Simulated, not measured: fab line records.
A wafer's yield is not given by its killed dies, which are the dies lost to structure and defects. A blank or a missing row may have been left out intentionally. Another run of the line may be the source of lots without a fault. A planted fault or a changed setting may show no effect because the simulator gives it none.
Chamber matching -- flow n5-finfet -- rie-diel-03 running N5_BEOL_M4_VIA_ETCH_34: 4 sister chambers
The step etches the open film in C4F6/O2, target depth 69.4 nm, time 65.9 s. 4 wafers are shown with their chamber, then 8 later ones without.

EACH WAFER AND ITS CHAMBER
wafer,chamber,throttle-valve-pct (%)
L081.1,0,30.18
L084.1,3,30.72
L084.6,1,30.63
L087.2,2,30.50

WAFERS WITHOUT THEIR CHAMBER
wafer,throttle-valve-pct (%)
L087.5,30.73
L087.6,30.21
L091.1,30.72
L091.3,30.66
L091.6,30.71
L096.1,30.14
L096.2,30.51
L096.3,30.74

WHICH CHAMBER EACH ONE RAN IN
wafer,from the rows above,in truth
L087.5,3,3
L087.6,0,0
L091.1,3,3
L091.3,can't be placed: 1 or 3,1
L091.6,3,3
L096.1,0,0
L096.2,2,2
L096.3,3,3
Correct placement for 7 of the 8. Cannot be placed on the basis of these rows: 1; the candidates contain the true chamber in 1. Number placed wrongly: 0.
How it was worked out, from the rows above alone: a wafer's distance from a chamber is the root of the sum, over the readings, of the square of ((its reading less the chamber's mean) divided by the reading's scatter). The wafer belongs to the nearest chamber; if the next one is less than 2 further off, it can't be placed. A chamber's mean is the mean of its shown wafers. The scatter (one wafer shown for each chamber): square how far every hidden wafer sits from the nearest shown wafer, average those squares and take the square root.
